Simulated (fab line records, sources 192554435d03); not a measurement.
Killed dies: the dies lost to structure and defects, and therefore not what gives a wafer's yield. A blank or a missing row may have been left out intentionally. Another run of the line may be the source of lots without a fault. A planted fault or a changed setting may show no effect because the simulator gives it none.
Chamber matching / flow n5-finfet / N5_FIN_SAQP_PECVD_47 on pecvd-03: 3 sister chambers
The step deposits a-Si from SiH4/He, target thk 45 nm, time 36.3 s. 14 wafers are shown with their chamber, then 7 later ones without.

WAFERS WITH THEIR CHAMBER
wafer=L077.2; chamber=1; showerhead-plenum-p-Torr (Torr)=5.64; heater-power-w (W)=1026; throttle-valve-pct (%)=18.6
wafer=L077.4; chamber=0; showerhead-plenum-p-Torr (Torr)=5.70; heater-power-w (W)=821; throttle-valve-pct (%)=18.1
wafer=L077.5; chamber=1; showerhead-plenum-p-Torr (Torr)=5.62; heater-power-w (W)=1023; throttle-valve-pct (%)=19.1
wafer=L079.2; chamber=1; showerhead-plenum-p-Torr (Torr)=5.63; heater-power-w (W)=1063; throttle-valve-pct (%)=18.6
wafer=L079.3; chamber=0; showerhead-plenum-p-Torr (Torr)=5.71; heater-power-w (W)=860; throttle-valve-pct (%)=17.7
wafer=L079.4; chamber=1; showerhead-plenum-p-Torr (Torr)=5.63; heater-power-w (W)=1073; throttle-valve-pct (%)=18.8
wafer=L084.1; chamber=2; showerhead-plenum-p-Torr (Torr)=5.61; heater-power-w (W)=868; throttle-valve-pct (%)=18.4
wafer=L084.3; chamber=1; showerhead-plenum-p-Torr (Torr)=5.62; heater-power-w (W)=915; throttle-valve-pct (%)=18.7
wafer=L084.5; chamber=2; showerhead-plenum-p-Torr (Torr)=5.63; heater-power-w (W)=859; throttle-valve-pct (%)=18.2
wafer=L086.1; chamber=1; showerhead-plenum-p-Torr (Torr)=5.61; heater-power-w (W)=1097; throttle-valve-pct (%)=18.7
wafer=L086.4; chamber=0; showerhead-plenum-p-Torr (Torr)=5.71; heater-power-w (W)=903; throttle-valve-pct (%)=17.9
wafer=L086.5; chamber=1; showerhead-plenum-p-Torr (Torr)=5.63; heater-power-w (W)=1065; throttle-valve-pct (%)=19.0
wafer=L090.1; chamber=0; showerhead-plenum-p-Torr (Torr)=5.70; heater-power-w (W)=869; throttle-valve-pct (%)=18.0
wafer=L090.4; chamber=0; showerhead-plenum-p-Torr (Torr)=5.69; heater-power-w (W)=859; throttle-valve-pct (%)=17.9

SIGNATURES (averages over the wafers above)
reading=showerhead-plenum-p-Torr; chamber 0=5.7020; chamber 1=5.6257; chamber 2=5.6200; scatter within a chamber=0.00978
reading=heater-power-w; chamber 0=862.40; chamber 1=1037.43; chamber 2=863.50; scatter within a chamber=47.7
reading=throttle-valve-pct; chamber 0=17.920; chamber 1=18.786; chamber 2=18.300; scatter within a chamber=0.175
Rule: a wafer lies at a distance from a chamber equal to the root of the sum of squares, over the readings, of (its reading less the chamber's mean, divided by the reading's scatter). The wafer belongs to the nearest chamber; if the next one is less than 2 further off, it can't be placed. The scatter: the root of (the sum of the squares of (reading less its chamber's mean) over the shown wafers, divided by (wafers less chambers)).

WAFERS WITH NO CHAMBER GIVEN
wafer=L090.6; showerhead-plenum-p-Torr (Torr)=5.61; heater-power-w (W)=1002; throttle-valve-pct (%)=18.6
wafer=L096.1; showerhead-plenum-p-Torr (Torr)=5.63; heater-power-w (W)=988; throttle-valve-pct (%)=18.9
wafer=L096.2; showerhead-plenum-p-Torr (Torr)=5.71; heater-power-w (W)=937; throttle-valve-pct (%)=18.2
wafer=L096.4; showerhead-plenum-p-Torr (Torr)=5.70; heater-power-w (W)=937; throttle-valve-pct (%)=17.8
wafer=L097.1; showerhead-plenum-p-Torr (Torr)=5.62; heater-power-w (W)=821; throttle-valve-pct (%)=18.5
wafer=L097.4; showerhead-plenum-p-Torr (Torr)=5.70; heater-power-w (W)=925; throttle-valve-pct (%)=18.3
wafer=L097.6; showerhead-plenum-p-Torr (Torr)=5.62; heater-power-w (W)=833; throttle-valve-pct (%)=18.1

CHAMBER TAKEN BY EACH
wafer=L090.6; from the rows above=can't be placed: 1 or 2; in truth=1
wafer=L096.1; from the rows above=1; in truth=1
wafer=L096.2; from the rows above=0; in truth=0
wafer=L096.4; from the rows above=0; in truth=0
wafer=L097.1; from the rows above=2; in truth=2
wafer=L097.4; from the rows above=0; in truth=0
wafer=L097.6; from the rows above=2; in truth=2
6 of 7 placed correctly. From these rows, 1 cannot be placed; in 1 the true chamber is one of the candidates. 0 placed wrongly.
